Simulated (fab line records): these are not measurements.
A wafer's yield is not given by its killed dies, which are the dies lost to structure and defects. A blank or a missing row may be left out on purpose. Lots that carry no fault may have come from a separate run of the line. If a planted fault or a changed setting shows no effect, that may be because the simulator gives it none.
Which tool was responsible?	flow n5Finfet	36 wafers sampled from 12 lots at 1 step of a route of 1938

== WHAT EACH GAUGE READ, for each wafer ==
N5_BEOL_M2_CD_MEAS_28: target cd 26.2 nm, target cd y 24.1 nm.
lot	measured	on	cdNm (nm)
L075	day 6 20:20	cdSem-01	25.90 26.40 26.29
L076	day 7 01:26	cdSem-03	26.51 26.09 26.13
L079	day 7 19:31	cdSem-02	26.02 26.24 25.90
L081	day 8 07:28	cdSem-01	26.19 26.34 26.29
L083	day 8 20:32	cdSem-03	25.99 26.15 26.02
L085	day 9 08:29	cdSem-02	25.93 25.97 26.55
L088	day 10 01:19	cdSem-01	25.95 26.20 26.12
L089	day 10 10:13	cdSem-01	26.39 26.12 26.43
L091	day 11 00:16	cdSem-02	26.18 26.53 26.32
L093	day 11 11:22	cdSem-03	26.25 26.77 26.42
L095	day 12 00:15	cdSem-01	26.44 26.31 26.32
L097	day 12 11:49	cdSem-01	26.36 26.23 26.38

== WHICH TOOL RAN EACH LOT (tool, then ch and the chambers of the sampled wafers, then the start) ==
The record shows no process step preceding these readings.

== THE ANSWER, worked out from the rows above alone ==
Rule: usual is defined by the lots themselves. The widest of any qualifying gaps counts: lots, ordered by their means at a reading, are off when they make up no more than a third of the lots, leave a main group of 4 or more, and stand apart from it by 3 or more times the standard deviation of that group's means. A main group whose means are all the same, to the digits that the tables above print for the reading, isn't used. Also off: a lot with no number at a reading for which 4 or more lots have one. Where the step has rows for the other lots, those lots are counted as sound.
Nothing can be told from this: no lot is off at any reading shown.

== WHAT THE SIMULATOR HAD INSERTED ==
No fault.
